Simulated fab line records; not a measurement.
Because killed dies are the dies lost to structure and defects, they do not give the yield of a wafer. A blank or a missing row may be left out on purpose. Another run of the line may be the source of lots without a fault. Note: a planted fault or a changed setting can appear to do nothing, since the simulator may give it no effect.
Problem report, 8D (eight disciplines) form, completed by code -- flow n5 finfet -- the parts of the form that need people (team, actions taken, sign-off) are left out

## 1. PROBLEM STATEMENT
Mean of spin speed rpm at N5_HKMG_FIN_COAT_29: 1596.5 rpm across 6 wafers in 2 lots; on wafers with no fault it is 1500.4 rpm (standard deviation 1.1). That puts it +87 standard deviations away from the usual mean.
The step: time 60 s, resist thk 300 nm.
Seen first at day 6 11:05 on litho track-04, wafer L125.2. Wafers with a number at this step in the record: 33, from 11 lots. The rule behind "out" and "out of limits": a value lying over 4 standard deviations away from the usual mean. Any other wafer with a number is counted as sound.

## 2. WHAT IT IS; WHAT IT IS NOT
question,is,is not
which readings at this step,spin speed rpm,"dispense pressure kPa, heater power total W"
which lots,"L125, L129","L118, L119, L120, L123, L133, L134, L135, L136, L139"
which wafers of those lots,all that have a number,-
read on which tools,litho track-04,litho track-02
when,from day 6 11:05,"up to then (12 sound wafers); but 15 sound wafers of L133, L134, L135, L136, L139 came after"

## 3. WHAT RULES OUT EACH SUSPECT
Counting: a tool stays on the suspect list if, at a process step up to the reading, it processed all lots that are out and no sound lot following the first of them.
- thermal cvd si-01 at N5_HKMG_FIN_CVD_62 (deposits a-Si from Si2H6, target thk 3 nm, time 20.8 s): ruled out as a lasting fault. Following L125 (day 6 09:46), the first lot on it that is out, the sound lots L133, L135, L139 were run on it.
- litho track-04 at N5_HKMG_FIN_COAT_29 (time 60 s, resist thk 300 nm): kept. It ran every lot that is out, first L125 (day 6 11:05), and no sound lot after that; its last sound lot up to then is L123 (day 5 23:47). Out on those wafers are its own readings of spin speed rpm.
The count leaves litho track-04 at N5_HKMG_FIN_COAT_29.

## 4. THE CAUSE (what the simulator had put in)
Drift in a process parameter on litho track-04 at N5_HKMG_FIN_COAT_29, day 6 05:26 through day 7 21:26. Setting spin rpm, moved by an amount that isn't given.
Only this tool survived the counting.

## 5. THE CHAIN OF EFFECTS, in route order
One row per reading whose mean, taken over the struck wafers that have a number, lies over 3 standard deviations from the usual. Only readings for which the record gives a usual standard deviation are gone through. hours: the time from each lot's start at the first step in this table that gives one to its start at this step, as a median over the lots. sigmas: the change in usual standard deviations.
hours,step,reading,usual,on struck wafers,change,sigmas
0,N5_HKMG_FIN_COAT_29,spin speed rpm,1500.4 rpm,1596.5,+96.1,+87
The process steps in it:
- N5_HKMG_FIN_COAT_29: time 60 s, resist thk 300 nm.

## 6. WHAT WOULD HAVE CAUGHT IT SOONER
In this record no reading fell out of limits until day 6 11:05, 6 hours after the fault had begun at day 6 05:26.
